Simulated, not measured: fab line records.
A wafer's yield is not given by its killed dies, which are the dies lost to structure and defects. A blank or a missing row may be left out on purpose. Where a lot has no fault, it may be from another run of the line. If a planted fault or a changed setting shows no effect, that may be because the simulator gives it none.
fab line records	flow nandHarc
record: lots: 24	wafers: 72	lastDay: 24
route steps=1159 shown A_STAIRCASE@727 A_SGD_CUT@759
lots that met no fault: from a run of the same line without faults
startH: hours from the record's first day to the start of the lot's first wafer shown	waitH: hours from the lot's prior step to this one	" as in the row above	L1.1+2: several wafers, shown together as one row	- either no value or no given start	* or withheld: withheld	< > ~ a bound
route shown NAME@n: a module of which the file shows steps, and the number in the route of the first	usual: mean/standard deviation of fault-free wafers	same: alike in all rows	chamber/n: place in a boat	sites: each site's reading	_std_site: their standard deviation	_edge_site: the outer-site mean with the inner-site mean subtracted	radiusMm: for every site, how far away it sits from the centre of the wafer	mask NAME#n: copy n	behind: the most recent tool/chamber to have shaped the wafer	hold: the reason the lot was held/the length of the hold in hours/how it ended	device: names the non-switching transistor (n, p or np)	end of line: tests of these same wafers at the route's end	a step given without rows: its recipe and nothing more	killed: dies lost to structure and defects at the first sort, not the wafer's yield	map: a wafer's dies, x killed, . not, _ none there
set.NAME: the setting the step ran with; set.NAME@STEP: the setting that earlier step ran with	model.NAME: the simulator's own value behind a step, which no gauge read
route steps across a sampled set of lots; one table per step, one row per wafer
services: the hour from which a tool's chamber was out of use, counted from the record's first day as startH (under 0 if before that day), plus the number of hours and why
== steps ==
step: NHARC_A_STAIRCASE_ETCH_444
recipe: targetDepthA: 1.02e+05	timeS: 3400	c4f8FlowSccm: 20	o2FlowSccm: 10	arFlowSccm: withheld	rfW: 600	biasW: 1000	chemistry: C4F8/O2
usual: chamberPressureMTorr: 24.999/0.022	oesProductAu: 0.933/0.013	rfVppV: 806/5.4
lot.wafer	tool	chamber	startH	waitH	chamberPressureMTorr	oesProductAu	rfHoursCounterH	rfVppV
L074.4	rieDiel-02	1	295.12	0.8	24.982	0.943	53	800
L074.6	"	2	"	"	25.004	0.921	-	800
L074.5	"	3	"	"	24.953	0.929	-	801
L075.4	rieDiel-02	1	310.90	0.3	25.017	0.933	59	798
L075.2	"	2	"	"	24.992	0.929	53	801
L075.6	"	1	"	"	24.981	0.944	-	799
L076.2	rieDiel-03	2	310.97	0.5	24.987	0.936	34	809
L076.1	"	3	"	"	24.983	0.908	35	809
L076.6	"	1	"	"	24.987	0.932	-	814
L077.1	rieDiel-07	3	311.25	1.0	25.011	0.932	21	810
L077.2	"	1	"	"	25.007	0.928	23	798
L077.5	"	3	"	"	25.028	0.927	-	809
L080.3	rieDiel-07	2	315.25	0.1	24.953	0.924	26	802
L080.2	"	1	"	"	25.037	0.922	25	800
L080.6	"	2	"	"	25.002	0.928	-	800
L079.1	rieDiel-03	2	315.58	0.1	25.000	0.931	37	810
L079.3	"	3	"	"	24.973	0.919	38	809
L079.6	"	3	"	"	24.972	0.931	-	810
L078.4	rieDiel-03	2	327.34	0.3	25.020	0.925	41	809
L078.2	"	0	"	"	25.000	0.924	41	809
L078.3	"	1	"	"	25.001	0.925	42	815
L081.2	rieDiel-02	1	343.05	0.3	25.007	0.967	2	799
L081.3	"	2	"	"	25.001	0.950	2	799
L081.4	"	3	"	"	24.993	0.949	2	802
L083.2	rieDiel-02	2	360.53	0.5	25.023	0.950	8	800
L083.1	"	3	"	"	24.961	0.943	8	800
L083.5	"	0	"	"	24.990	0.947	-	804
L082.1	rieDiel-03	2	360.85	0.8	25.013	0.935	50	810
L082.5	"	0	"	"	25.037	0.930	-	808
L082.6	"	1	"	"	24.988	0.933	-	814
L084.3	rieDiel-07	1	364.13	0.2	25.012	0.931	42	800
L084.6	"	1	"	"	24.989	0.929	-	800
L084.5	"	2	"	"	25.045	0.939	-	801
L087.4	rieDiel-02	3	373.76	0.2	25.018	0.929	12	800
L087.1	"	1	"	"	25.006	0.966	14	800
L087.5	"	3	"	"	25.018	0.940	-	801
L086.2	rieDiel-03	3	373.90	0.1	24.987	0.929	60	809
L086.4	"	0	"	"	25.002	0.921	58	809
L086.1	"	1	"	"	24.965	0.925	61	815
L085.1	rieDiel-07	3	374.18	0.4	25.012	0.931	39	809
L085.6	"	3	"	"	25.005	0.927	-	808
L085.4	"	0	"	"	24.993	0.930	-	814
L088.2	rieDiel-07	0	376.43	2.6	25.035	0.931	45	816
L088.4	"	1	"	"	25.006	0.920	-	799
L088.5	"	3	"	"	24.981	0.930	-	810
L089.1	rieDiel-07	0	396.00	0.1	25.006	0.928	55	814
L089.4	"	2	"	"	24.995	0.933	54	802
L089.5	"	1	"	"	25.021	0.924	-	799
L090.3	rieDiel-02	2	396.36	0.5	25.010	0.919	22	799
L090.1	"	3	"	"	24.997	0.928	24	801
L090.5	"	2	"	"	24.991	0.913	-	799
L092.3	rieDiel-02	3	409.41	0.3	25.007	0.921	28	801
L092.2	"	1	"	"	24.969	0.913	28	799
L092.6	"	2	"	"	24.979	0.932	-	799
L091.4	rieDiel-03	1	409.94	0.8	24.993	0.948	1	814
L091.6	"	2	"	"	24.993	0.949	-	808
L091.5	"	3	"	"	25.006	0.957	-	811
L094.4	rieDiel-02	3	429.24	0.3	25.017	0.916	32	802
L094.2	"	0	"	"	24.993	0.929	32	803
L094.3	"	1	"	"	24.974	0.927	32	800
L095.3	rieDiel-03	0	429.41	0.3	24.928	0.953	7	808
L095.2	"	1	"	"	24.953	0.968	8	814
L095.1	"	2	"	"	25.045	0.944	5	808
L093.1	rieDiel-02	0	442.60	0.3	25.012	0.931	37	804
L093.3	"	1	"	"	24.975	0.936	36	799
L093.4	"	2	"	"	25.001	0.929	37	799
L096.2	rieDiel-03	2	442.61	0.3	24.996	0.930	10	807
L096.6	"	2	"	"	25.014	0.933	-	810
L096.5	"	3	"	"	25.026	0.932	-	809
L097.1	rieDiel-07	0	442.73	0.1	25.022	0.960	11	815
L097.3	"	3	"	"	25.005	0.958	10	810
L097.5	"	3	"	"	24.997	0.966	-	809
step: NHARC_A_STAIRCASE_ETCHBACK_422
recipe: targetDepthA: 400	overEtchFrac: 0.3	timeS: 74.286	ionEnergyEv: 120	ch3fFlowSccm: 50	o2FlowSccm: 30	arFlowSccm: 200	rfW: 500	biasW: 100	chemistry: CH3F/O2
usual: chamberPressureMTorr: 25.002/0.026	drypumpMotorCurrentA: 5.7/0.34	oesProductAu: 0.97/0.036	rfVppV: 244.0/1.8	showerheadPlenumPTorr: 2.43/0.12	throttleValvePct: 20.662/0.0095
lot.wafer	tool	chamber	startH	waitH	chamberPressureMTorr	drypumpMotorCurrentA	oesProductAu	rfHoursCounterH	rfVppV	showerheadPlenumPTorr	throttleValvePct
L074.4	rieDiel-02	3	298.00	0.1	25.011	5.0	1.00	53	244.0	2.35	20.651
L074.6	"	3	"	"	25.026	5.0	0.99	-	242.5	2.35	20.655
L074.5	"	0	"	"	24.988	5.9	1.01	-	242.3	2.40	20.660
L076.1	rieDiel-02	2	314.12	0.2	24.999	5.4	0.93	55	243.0	2.31	20.665
L076.2	"	0	"	"	25.017	5.9	0.92	60	243.6	2.40	20.669
L076.6	"	1	"	"	24.970	5.4	0.94	-	244.3	2.31	20.655
L075.4	rieDiel-07	3	314.42	0.2	24.977	5.7	0.93	24	245.1	2.51	20.661
L075.2	"	1	"	"	25.033	5.6	0.92	24	241.8	2.31	20.657
L075.6	"	0	"	"	25.014	6.3	0.93	-	247.1	2.65	20.671
L077.2	rieDiel-03	2	314.71	0.2	24.982	5.7	0.94	36	246.0	2.50	20.659
L077.1	"	3	"	"	25.012	6.0	0.93	37	245.0	2.52	20.678
L077.5	"	1	"	"	25.031	5.7	0.92	-	246.8	2.62	20.655
L080.2	rieDiel-02	2	318.87	0.2	24.995	5.4	0.93	57	241.8	2.31	20.671
L080.3	"	3	"	"	25.030	4.9	0.94	61	243.9	2.34	20.674
L080.6	"	0	"	"	25.035	5.9	0.94	-	243.5	2.40	20.657
L079.3	rieDiel-07	0	319.36	0.2	24.970	6.3	0.92	24	246.6	2.65	20.657
L079.1	"	3	"	"	25.001	5.7	0.92	27	247.5	2.51	20.681
L079.6	"	1	"	"	25.030	5.6	0.92	-	242.5	2.31	20.671
L078.2	rieDiel-03	0	330.95	0.1	25.002	5.5	0.99	42	245.8	2.50	20.666
L078.4	"	2	"	"	25.002	5.8	1.00	44	243.7	2.50	20.671
L078.3	"	3	"	"	24.984	6.1	1.00	45	244.3	2.52	20.645
L081.4	rieDiel-02	1	346.41	0.1	25.029	5.4	1.01	4	243.4	2.30	20.660
L081.3	"	2	"	"	24.988	5.4	0.99	3	242.8	2.30	20.652
L081.2	"	3	"	"	25.013	5.0	1.00	3	243.8	2.34	20.669
L083.2	rieDiel-02	0	364.39	0.1	25.050	5.9	0.93	11	243.4	2.39	20.670
L083.1	"	2	"	"	25.007	5.4	0.91	9	241.8	2.30	20.658
L083.5	"	0	"	"	25.015	5.9	0.92	-	243.5	2.39	20.674
L082.1	rieDiel-03	2	364.83	0.3	25.040	5.8	1.00	52	245.4	2.49	20.668
L082.5	"	3	"	"	24.989	6.1	0.99	-	246.0	2.51	20.657
L082.6	"	0	"	"	24.970	5.5	0.99	-	244.4	2.49	20.661
L084.3	rieDiel-07	0	369.11	0.2	24.987	6.3	1.00	41	246.7	2.64	20.674
L084.6	"	1	"	"	24.977	5.6	0.99	-	242.3	2.30	20.648
L084.5	"	2	"	"	24.941	6.1	1.01	-	243.2	2.33	20.670
L087.4	rieDiel-03	2	377.40	0.1	24.978	5.8	1.01	58	244.4	2.49	20.654
L087.1	"	0	"	"	25.033	5.5	0.99	61	245.1	2.49	20.670
L087.5	"	2	"	"	25.026	5.8	1.01	-	243.9	2.49	20.672
L086.1	rieDiel-02	2	377.66	0.1	24.994	5.3	0.99	15	243.2	2.30	20.659
L086.2	"	0	"	"	25.035	5.9	0.98	17	242.6	2.39	20.661
L086.4	"	1	"	"	24.990	5.4	1.00	16	242.4	2.30	20.655
L085.1	rieDiel-07	0	377.99	0.2	25.025	6.3	0.97	46	246.8	2.64	20.668
L085.6	"	3	"	"	24.974	5.7	0.95	-	245.3	2.51	20.658
L085.4	"	0	"	"	25.031	6.2	0.96	-	247.7	2.64	20.668
L088.2	rieDiel-02	1	379.90	0.2	24.970	5.4	0.93	17	242.2	2.30	20.645
L088.4	"	3	"	"	25.036	5.0	0.92	16	242.3	2.34	20.668
L088.5	"	0	"	"	24.994	5.9	0.91	-	243.9	2.39	20.651
L089.1	rieDiel-07	3	399.78	0.2	25.027	5.7	1.00	52	244.6	2.50	20.659
L089.4	"	0	"	"	24.996	6.2	1.00	57	247.6	2.64	20.660
L089.5	"	1	"	"	25.014	5.6	0.99	-	242.5	2.30	20.659
L090.3	rieDiel-07	1	400.04	0.1	25.011	5.6	0.93	60	242.8	2.29	20.679
L090.1	"	2	"	"	24.990	6.1	0.95	55	242.5	2.32	20.637
L090.5	"	1	"	"	25.006	5.6	0.93	-	242.6	2.30	20.660
L092.3	rieDiel-02	2	412.77	0.1	25.030	5.4	0.92	28	242.1	2.29	20.676
L092.2	"	3	"	"	24.990	5.0	0.92	29	243.2	2.33	20.665
L092.6	"	2	"	"	24.973	5.4	0.93	-	241.1	2.29	20.665
L091.4	rieDiel-02	0	413.08	0.2	25.055	5.9	0.91	29	243.6	2.38	20.657
L091.5	"	1	"	"	25.005	5.4	0.94	-	242.2	2.29	20.680
L091.6	"	2	"	"	25.009	5.4	0.92	-	242.9	2.29	20.650
L094.2	rieDiel-07	3	432.61	0.1	25.019	5.7	0.99	7	244.2	2.50	20.660
L094.4	"	1	"	"	24.931	5.6	1.00	6	242.4	2.29	20.654
L094.3	"	2	"	"	25.032	6.1	1.00	7	242.3	2.32	20.671
L095.1	rieDiel-03	0	432.88	0.1	25.030	5.5	1.00	9	244.3	2.48	20.664
L095.2	"	1	"	"	24.991	5.8	1.01	9	245.0	2.61	20.655
L095.3	"	3	"	"	24.980	6.0	1.00	11	245.6	2.50	20.671
L093.1	rieDiel-03	3	446.05	0.2	24.987	6.1	1.01	18	244.9	2.50	20.662
L093.4	"	0	"	"	24.974	5.5	0.99	14	243.8	2.48	20.664
L093.3	"	1	"	"	25.011	5.8	1.00	14	246.6	2.60	20.675
L096.2	rieDiel-03	0	446.26	0.2	24.952	5.5	1.00	14	245.3	2.48	20.655
L096.5	"	1	"	"	25.012	5.8	1.00	-	247.1	2.60	20.665
L096.6	"	2	"	"	25.009	5.7	1.00	-	243.2	2.48	20.654
L097.1	rieDiel-07	0	446.84	0.1	25.037	6.3	0.99	13	247.7	2.63	20.655
L097.3	"	2	"	"	25.012	6.1	1.01	13	242.4	2.32	20.679
L097.5	"	0	"	"	25.012	6.3	0.99	-	246.7	2.63	20.668
step: NHARC_A_SGD_CUT_OVL_MEAS_10
usual: overlayXNm: 0.2/0.78	overlayYNm: 0.0/0.93
lot.wafer	tool	chamber	startH	waitH	overlayXNm	overlayYNm
L074.4	overlay-02	-	300.29	-	1.8	-0.8
L074.5	"	-	"	"	1.8	-1.2
L074.6	"	-	"	"	1.8	-1.3
L076.1	overlay-01	-	316.26	-	-0.8	1.6
L076.2	"	-	"	"	-0.5	2.3
L076.6	"	-	"	"	-0.5	1.8
L075.2	overlay-02	-	316.61	-	0.9	0.7
L075.4	"	-	"	"	0.0	0.7
L075.6	"	-	"	"	0.6	0.7
L077.1	overlay-01	-	317.02	-	0.9	-0.3
L077.2	"	-	"	"	1.6	-0.6
L077.5	"	-	"	"	0.6	-0.3
L080.2	overlay-01	-	321.21	-	-0.9	-1.3
L080.3	"	-	"	"	-0.8	-1.5
L080.6	"	-	"	"	-1.0	-1.6
L079.1	overlay-01	-	321.47	-	0.0	-0.9
L079.3	"	-	"	"	-0.3	0.4
L079.6	"	-	"	"	-0.3	0.1
L078.2	overlay-02	-	333.18	-	-0.6	0.3
L078.3	"	-	"	"	-0.4	0.3
L078.4	"	-	"	"	-0.3	-0.1
L081.2	overlay-01	-	348.65	-	0.2	-0.3
L081.3	"	-	"	"	0.4	-0.7
L081.4	"	-	"	"	0.3	0.0
L083.1	overlay-01	-	366.76	-	0.8	1.2
L083.2	"	-	"	"	0.6	1.3
L083.5	"	-	"	"	0.4	1.5
L082.1	overlay-01	-	366.96	-	1.4	-0.8
L082.5	"	-	"	"	1.2	-1.1
L082.6	"	-	"	"	0.8	-0.1
L084.3	overlay-02	-	371.07	-	0.2	0.8
L084.5	"	-	"	"	-0.7	1.0
L084.6	"	-	"	"	-0.2	1.2
L087.1	overlay-01	-	379.70	-	0.4	0.6
L087.4	"	-	"	"	0.3	0.2
L087.5	"	-	"	"	0.4	0.3
L086.1	overlay-02	-	379.87	-	0.6	-0.8
L086.2	"	-	"	"	0.7	-0.6
L086.4	"	-	"	"	0.6	0.0
L085.1	overlay-02	-	380.15	-	0.2	1.6
L085.4	"	-	"	"	-0.3	1.9
L085.6	"	-	"	"	0.2	1.9
L088.2	overlay-01	-	382.39	-	0.1	-1.5
L088.4	"	-	"	"	0.5	-1.3
L088.5	"	-	"	"	0.2	-1.4
L089.1	overlay-01	-	401.89	-	-1.1	0.1
L089.4	"	-	"	"	-1.1	-0.2
L089.5	"	-	"	"	-0.6	-0.2
L090.1	overlay-02	-	402.19	-	1.1	1.0
L090.3	"	-	"	"	1.3	1.3
L090.5	"	-	"	"	1.4	1.3
L092.2	overlay-01	-	414.81	-	-0.6	-0.2
L092.3	"	-	"	"	-0.7	0.2
L092.6	"	-	"	"	-1.1	0.0
L091.4	overlay-02	-	415.23	-	0.5	-0.4
L091.5	"	-	"	"	-0.6	-0.1
L091.6	"	-	"	"	0.5	0.1
L094.2	overlay-01	-	434.92	-	0.5	-0.5
L094.3	"	-	"	"	-0.8	0.2
L094.4	"	-	"	"	0.0	-0.5
L095.1	overlay-01	-	435.22	-	0.7	-1.0
L095.2	"	-	"	"	0.7	-0.9
L095.3	"	-	"	"	0.2	-0.8
L093.1	overlay-01	-	448.19	-	-0.6	-0.5
L093.3	"	-	"	"	-0.5	-0.4
L093.4	"	-	"	"	-0.4	-0.4
L096.2	overlay-01	-	448.31	-	-0.4	0.4
L096.5	"	-	"	"	-0.1	0.2
L096.6	"	-	"	"	-0.4	0.5
L097.1	overlay-01	-	449.03	-	1.2	0.3
L097.3	"	-	"	"	0.9	-0.4
L097.5	"	-	"	"	1.1	-0.5
step: NHARC_A_SGD_CUT_INSPECT_11
usual: rawDefectCount: 19/10
lot.wafer	tool	chamber	startH	waitH	rawDefectCount
L074.4	defectInspect-01	-	300.33	0.0	20
L074.5	"	-	"	"	26
L074.6	"	-	"	"	21
L076.1	defectInspect-02	-	316.30	0.0	15
L076.2	"	-	"	"	17
L076.6	"	-	"	"	16
L075.2	defectInspect-01	-	316.65	0.0	9
L075.4	"	-	"	"	5
L075.6	"	-	"	"	8
L077.1	defectInspect-01	-	317.05	0.0	19
L077.2	"	-	"	"	23
L077.5	"	-	"	"	20
L080.2	defectInspect-02	-	321.24	0.0	5
L080.3	"	-	"	"	4
L080.6	"	-	"	"	4
L079.1	defectInspect-02	-	321.53	0.1	26
L079.3	"	-	"	"	25
L079.6	"	-	"	"	23
L078.2	defectInspect-02	-	333.22	0.0	2
L078.3	"	-	"	"	7
L078.4	"	-	"	"	3
L081.2	defectInspect-01	-	348.68	0.0	11
L081.3	"	-	"	"	9
L081.4	"	-	"	"	7
L083.1	defectInspect-01	-	366.79	0.0	7
L083.2	"	-	"	"	9
L083.5	"	-	"	"	7
L082.1	defectInspect-01	-	367.00	0.0	27
L082.5	"	-	"	"	15
L082.6	"	-	"	"	28
L084.3	defectInspect-02	-	371.11	0.0	12
L084.5	"	-	"	"	4
L084.6	"	-	"	"	8
L087.1	defectInspect-02	-	379.74	0.0	11
L087.4	"	-	"	"	9
L087.5	"	-	"	"	7
L086.1	defectInspect-02	-	379.90	0.0	22
L086.2	"	-	"	"	27
L086.4	"	-	"	"	23
L085.1	defectInspect-02	-	380.18	0.0	23
L085.4	"	-	"	"	37
L085.6	"	-	"	"	26
L088.2	defectInspect-02	-	382.43	0.0	36
L088.4	"	-	"	"	36
L088.5	"	-	"	"	31
L089.1	defectInspect-01	-	401.93	0.0	32
L089.4	"	-	"	"	35
L089.5	"	-	"	"	34
L090.1	defectInspect-01	-	402.22	0.0	23
L090.3	"	-	"	"	21
L090.5	"	-	"	"	23
L092.2	defectInspect-02	-	414.85	0.0	11
L092.3	"	-	"	"	14
L092.6	"	-	"	"	11
L091.4	defectInspect-02	-	415.26	0.0	29
L091.5	"	-	"	"	30
L091.6	"	-	"	"	33
L094.2	defectInspect-01	-	434.96	0.0	36
L094.3	"	-	"	"	35
L094.4	"	-	"	"	42
L095.1	defectInspect-02	-	435.25	0.0	10
L095.2	"	-	"	"	7
L095.3	"	-	"	"	12
L093.1	defectInspect-02	-	448.23	0.0	14
L093.3	"	-	"	"	21
L093.4	"	-	"	"	15
L096.2	defectInspect-02	-	448.34	0.0	13
L096.5	"	-	"	"	18
L096.6	"	-	"	"	17
L097.1	defectInspect-01	-	449.07	0.0	19
L097.3	"	-	"	"	18
L097.5	"	-	"	"	14
step: NHARC_A_SGD_CUT_STRIP_17
recipe: o2FlowSccm: 500	arFlowSccm: 0	biasW: 0	chemistry: O2
usual: chamberPressureMTorr: 60.00/0.054	drypumpMotorCurrentA: 5.7/0.46	oesProductAu: 1.003/0.0061	rfVppV: 57.9/0.84	showerheadPlenumPTorr: 3.55/0.11	throttleValvePct: 17.036/0.0094
lot.wafer	tool	chamber	startH	waitH	chamberPressureMTorr	drypumpMotorCurrentA	oesProductAu	rfHoursCounterH	rfVppV	showerheadPlenumPTorr	throttleValvePct
L074.4	rieDiel-01	3	-	-	59.98	5.6	1.009	15	57.0	3.36	17.041
L074.5	"	1	"	"	59.99	6.2	1.000	-	58.3	3.77	17.046
L074.6	"	2	"	"	59.90	6.2	0.998	-	59.2	3.72	17.025
L076.2	rieDiel-04	0	-	-	60.02	6.5	1.008	1	57.6	3.54	17.050
L076.1	"	1	"	"	60.00	5.4	0.998	1	57.2	3.57	17.044
L076.6	"	0	"	"	60.00	6.5	0.999	-	58.8	3.54	17.050
L075.4	rieDiel-12	2	-	-	60.05	6.1	1.010	11	59.3	3.40	17.031
L075.2	"	1	"	"	60.05	5.6	1.009	10	59.2	3.69	17.019
L075.6	"	3	"	"	59.92	4.9	1.008	-	57.0	3.51	17.021
L077.2	rieDiel-04	0	-	-	59.99	6.5	1.000	1	57.7	3.54	17.043
L077.1	"	1	"	"	59.97	5.4	0.990	1	59.3	3.57	17.034
L077.5	"	3	"	"	59.99	5.5	1.001	-	57.6	3.53	17.029
L079.3	rieDiel-01	0	-	-	59.94	5.4	0.995	16	57.2	3.50	17.041
L079.1	"	1	"	"	59.96	6.2	0.983	18	58.0	3.77	17.032
L079.6	"	3	"	"	60.02	5.6	0.991	-	57.1	3.36	17.031
L080.2	rieDiel-04	3	-	-	60.11	5.5	1.011	2	58.0	3.53	17.035
L080.3	"	0	"	"	59.94	6.5	1.012	2	58.9	3.54	17.025
L080.6	"	0	"	"	60.07	6.5	1.009	-	57.6	3.54	17.046
L078.4	rieDiel-12	2	-	-	60.07	6.1	1.008	13	57.5	3.40	17.026
L078.3	"	3	"	"	59.98	4.8	1.004	11	57.4	3.51	17.039
L078.2	"	1	"	"	60.04	5.6	1.010	12	57.2	3.68	17.035
L081.4	rieDiel-12	2	-	-	60.05	6.1	0.998	14	57.7	3.40	17.029
L081.3	"	3	"	"	59.99	4.8	1.007	12	59.4	3.51	17.030
L081.2	"	0	"	"	60.06	5.7	0.996	14	58.2	3.63	17.034
L083.2	rieDiel-01	2	-	-	60.08	6.2	1.002	4	58.2	3.72	17.022
L083.1	"	3	"	"	60.04	5.6	1.007	4	57.3	3.36	17.039
L083.5	"	3	"	"	60.03	5.6	1.002	-	57.5	3.36	17.023
L082.1	rieDiel-12	3	-	-	59.99	4.9	1.004	14	56.6	3.51	17.036
L082.5	"	0	"	"	60.06	5.7	1.003	-	57.8	3.63	17.026
L082.6	"	1	"	"	59.93	5.6	1.005	-	57.4	3.68	17.053
L084.3	rieDiel-12	0	-	-	60.07	5.7	1.008	16	58.4	3.62	17.026
L084.5	"	3	"	"	59.96	4.8	1.002	-	58.2	3.51	17.024
L084.6	"	0	"	"	60.03	5.7	0.997	-	57.8	3.63	17.032
L086.4	rieDiel-04	0	-	-	60.02	6.5	1.012	5	58.5	3.54	17.029
L086.1	"	1	"	"	59.95	5.4	1.003	6	57.3	3.57	17.040
L086.2	"	2	"	"	59.95	5.8	1.013	6	58.0	3.57	17.032
L087.1	rieDiel-01	0	-	-	60.05	5.4	1.003	6	57.0	3.50	17.048
L087.4	"	1	"	"	60.01	6.2	1.000	6	58.8	3.77	17.032
L087.5	"	1	"	"	59.90	6.2	0.996	-	58.3	3.77	17.057
L085.4	rieDiel-01	3	-	-	59.96	5.6	1.008	5	56.0	3.36	17.030
L085.1	"	0	"	"	60.01	5.4	1.006	6	58.0	3.50	17.046
L085.6	"	3	"	"	60.09	5.6	1.002	-	57.8	3.36	17.033
L088.4	rieDiel-04	3	-	-	60.03	5.5	1.005	6	60.1	3.52	17.035
L088.2	"	1	"	"	59.95	5.4	1.001	6	58.8	3.57	17.043
L088.5	"	3	"	"	59.89	5.5	1.017	-	57.9	3.52	17.040
L089.4	rieDiel-04	1	-	-	60.01	5.4	1.008	8	57.8	3.57	17.042
L089.1	"	3	"	"	60.06	5.5	1.000	7	58.3	3.52	17.043
L089.5	"	0	"	"	59.96	6.5	0.999	-	56.3	3.54	17.026
L090.3	rieDiel-12	2	-	-	59.89	6.1	1.005	2	58.0	3.40	17.021
L090.1	"	3	"	"	59.96	4.9	1.001	2	58.7	3.51	17.026
L090.5	"	3	"	"	59.90	4.8	1.002	-	58.3	3.51	17.038
L092.2	rieDiel-04	0	-	-	60.06	6.5	1.000	8	58.6	3.54	17.032
L092.3	"	1	"	"	60.05	5.4	1.010	9	57.8	3.57	17.048
L092.6	"	3	"	"	59.92	5.5	0.998	-	56.3	3.52	17.035
L091.4	rieDiel-04	2	-	-	59.95	5.8	1.011	9	58.9	3.57	17.037
L091.6	"	0	"	"	60.05	6.5	1.000	-	58.7	3.54	17.038
L091.5	"	1	"	"	59.99	5.4	1.001	-	57.8	3.57	17.038
L094.3	rieDiel-04	3	-	-	59.85	5.5	0.992	10	56.4	3.52	17.034
L094.2	"	1	"	"	59.92	5.4	0.991	11	58.7	3.57	17.038
L094.4	"	2	"	"	60.03	5.8	1.002	11	57.8	3.57	17.033
L095.1	rieDiel-12	1	-	-	60.01	5.6	1.008	5	56.8	3.68	17.035
L095.3	"	3	"	"	59.91	4.8	0.997	5	56.7	3.51	17.027
L095.2	"	0	"	"	60.04	5.7	1.009	5	58.5	3.62	17.036
L093.1	rieDiel-04	3	-	-	59.98	5.5	0.997	11	58.1	3.52	17.039
L093.4	"	0	"	"	60.05	6.5	1.007	11	57.2	3.54	17.042
L093.3	"	1	"	"	59.96	5.4	1.004	12	57.6	3.57	17.028
L096.2	rieDiel-01	0	-	-	59.98	5.4	1.005	13	59.2	3.49	17.029
L096.5	"	2	"	"	60.02	6.2	1.000	-	56.8	3.71	17.045
L096.6	"	3	"	"	59.96	5.6	1.002	-	55.5	3.35	17.023
L097.1	rieDiel-12	2	-	-	60.03	6.1	1.006	7	57.6	3.39	17.034
L097.3	"	0	"	"	60.06	5.7	1.004	6	57.0	3.62	17.054
L097.5	"	2	"	"	60.01	6.1	1.010	-	57.7	3.39	17.040
step: NHARC_A_SGD_CUT_INSPECT_25
usual: rawDefectCount: 326/91
lot.wafer	tool	chamber	startH	waitH	rawDefectCount
L074.4	defectInspect-01	-	306.81	-	223
L074.5	"	-	"	"	303
L074.6	"	-	"	"	268
L075.2	defectInspect-01	-	322.74	-	530
L075.4	"	-	"	"	622
L075.6	"	-	"	"	547
L076.1	defectInspect-02	-	322.78	-	437
L076.2	"	-	"	"	465
L076.6	"	-	"	"	549
L077.1	defectInspect-01	-	322.89	-	263
L077.2	"	-	"	"	162
L077.5	"	-	"	"	260
L079.1	defectInspect-02	-	328.07	-	386
L079.3	"	-	"	"	316
L079.6	"	-	"	"	331
L080.2	defectInspect-01	-	328.08	-	315
L080.3	"	-	"	"	346
L080.6	"	-	"	"	235
L078.2	defectInspect-01	-	341.12	-	258
L078.3	"	-	"	"	317
L078.4	"	-	"	"	238
L081.2	defectInspect-01	-	356.19	-	198
L081.3	"	-	"	"	262
L081.4	"	-	"	"	305
L083.1	defectInspect-02	-	373.28	-	372
L083.2	"	-	"	"	417
L083.5	"	-	"	"	361
L082.1	defectInspect-01	-	373.40	-	311
L082.5	"	-	"	"	326
L082.6	"	-	"	"	383
L084.3	defectInspect-01	-	378.47	-	370
L084.5	"	-	"	"	545
L084.6	"	-	"	"	317
L087.1	defectInspect-02	-	386.41	-	285
L087.4	"	-	"	"	290
L087.5	"	-	"	"	207
L086.1	defectInspect-01	-	386.44	-	229
L086.2	"	-	"	"	351
L086.4	"	-	"	"	314
L088.2	defectInspect-01	-	386.50	-	352
L088.4	"	-	"	"	251
L088.5	"	-	"	"	308
L085.1	defectInspect-02	-	386.58	-	441
L085.4	"	-	"	"	249
L085.6	"	-	"	"	309
L089.1	defectInspect-02	-	409.47	-	227
L089.4	"	-	"	"	351
L089.5	"	-	"	"	313
L090.1	defectInspect-01	-	409.48	-	360
L090.3	"	-	"	"	268
L090.5	"	-	"	"	312
L091.4	defectInspect-01	-	422.01	-	217
L091.5	"	-	"	"	239
L091.6	"	-	"	"	340
L092.2	defectInspect-02	-	422.03	-	324
L092.3	"	-	"	"	218
L092.6	"	-	"	"	302
L095.1	defectInspect-01	-	441.43	-	305
L095.2	"	-	"	"	294
L095.3	"	-	"	"	481
L094.2	defectInspect-02	-	441.44	-	369
L094.3	"	-	"	"	288
L094.4	"	-	"	"	505
L097.1	defectInspect-02	-	454.45	-	276
L097.3	"	-	"	"	287
L097.5	"	-	"	"	308
L093.1	defectInspect-01	-	454.45	-	368
L093.3	"	-	"	"	354
L093.4	"	-	"	"	299
L096.2	defectInspect-01	-	454.61	-	266
L096.5	"	-	"	"	273
L096.6	"	-	"	"	190
== services ==
tool	chamber	startH	hours	kind
rieDiel-02	0	282.97	-	clean
rieDiel-02	1	282.97	-	clean
rieDiel-02	2	282.97	-	clean
rieDiel-02	3	282.97	-	clean
rieDiel-04	-	288.94	9.0	pm
rieDiel-02	0	307.50	-	clean
rieDiel-02	1	307.50	-	clean
rieDiel-04	-	311.82	0.5	repair
rieDiel-07	3	320.10	10.3	repair
rieDiel-01	-	323.07	9.0	pm
rieDiel-12	-	323.75	0.6	repair
rieDiel-02	-	328.11	9.0	pm
rieDiel-04	2	332.87	2.9	repair
rieDiel-07	-	349.49	0.6	repair
rieDiel-04	-	369.76	1.0	repair
rieDiel-04	2	373.23	4.6	repair
rieDiel-07	2	373.39	6.5	repair
rieDiel-12	-	379.43	9.0	pm
rieDiel-03	-	392.30	9.0	pm
rieDiel-07	-	405.37	9.0	pm
rieDiel-01	-	405.94	2.3	repair
rieDiel-03	0	424.32	3.2	repair
rieDiel-07	3	433.76	4.1	repair
rieDiel-03	3	446.94	8.8	repair
== key ==
fault none
